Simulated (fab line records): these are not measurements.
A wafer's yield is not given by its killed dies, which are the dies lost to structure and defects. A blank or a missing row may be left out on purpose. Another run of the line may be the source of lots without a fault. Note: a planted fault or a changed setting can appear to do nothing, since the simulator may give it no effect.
Chamber matching || flow n5 finfet || N5_PASSIVATION_PECVD_01 on pecvd-04 has 3 sister chambers
The step deposits SiNx from SiH4/NH3/N2, target thk 200 nm, time 43.2 s. 6 wafers are shown with their chamber, then 9 later ones without.

WAFERS PAIRED WITH THEIR CHAMBERS
{"wafer": "L089.2", "chamber": 1, "throttle valve pct (%)": 30.8, "heater power w (W)": 533}
{"wafer": "L089.5", "chamber": 1, "throttle valve pct (%)": 30.2, "heater power w (W)": 535}
{"wafer": "L089.6", "chamber": 2, "throttle valve pct (%)": 27.9, "heater power w (W)": 279}
{"wafer": "L092.1", "chamber": 2, "throttle valve pct (%)": 28.2, "heater power w (W)": 366}
{"wafer": "L092.2", "chamber": 0, "throttle valve pct (%)": 27.2, "heater power w (W)": 182}
{"wafer": "L092.4", "chamber": 0, "throttle valve pct (%)": 27.6, "heater power w (W)": 196}

WAFERS MISSING THEIR CHAMBER
{"wafer": "L092.3", "throttle valve pct (%)": 28.0, "heater power w (W)": 366}
{"wafer": "L092.5", "throttle valve pct (%)": 27.5, "heater power w (W)": 212}
{"wafer": "L092.6", "throttle valve pct (%)": 28.3, "heater power w (W)": 387}
{"wafer": "L094.2", "throttle valve pct (%)": 27.1, "heater power w (W)": 264}
{"wafer": "L094.4", "throttle valve pct (%)": 27.3, "heater power w (W)": 265}
{"wafer": "L094.5", "throttle valve pct (%)": 27.3, "heater power w (W)": 273}
{"wafer": "L095.4", "throttle valve pct (%)": 27.5, "heater power w (W)": 279}
{"wafer": "L095.5", "throttle valve pct (%)": 28.1, "heater power w (W)": 385}
{"wafer": "L095.6", "throttle valve pct (%)": 27.5, "heater power w (W)": 285}

EACH ONE'S CHAMBER
{"wafer": "L092.3", "from the rows above": 2, "in truth": 2}
{"wafer": "L092.5", "from the rows above": 0, "in truth": 0}
{"wafer": "L092.6", "from the rows above": 2, "in truth": 2}
{"wafer": "L094.2", "from the rows above": "can't be placed: 0 or 2", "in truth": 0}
{"wafer": "L094.4", "from the rows above": "can't be placed: 0 or 2", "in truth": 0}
{"wafer": "L094.5", "from the rows above": "can't be placed: 0 or 2", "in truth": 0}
{"wafer": "L095.4", "from the rows above": "can't be placed: 2 or 0", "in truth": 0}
{"wafer": "L095.5", "from the rows above": 2, "in truth": 2}
{"wafer": "L095.6", "from the rows above": "can't be placed: 2 or 0", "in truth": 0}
4 of 9 placed correctly. From these rows, 5 cannot be placed; in 5 the true chamber is one of the candidates. Placed wrongly: 0.
How it was worked out, from the rows above alone: a wafer's distance from a chamber is the root of the sum, over the readings, of the square of ((its reading less the chamber's mean) divided by the reading's scatter). The wafer belongs to the nearest chamber; if the next one is less than 2 further off, it can't be placed. For every chamber, the mean is computed from those of its wafers that are shown. The scatter is the square root of a quotient: the sum, over the shown wafers, of each reading's squared deviation from its chamber's mean, divided by wafers minus chambers.
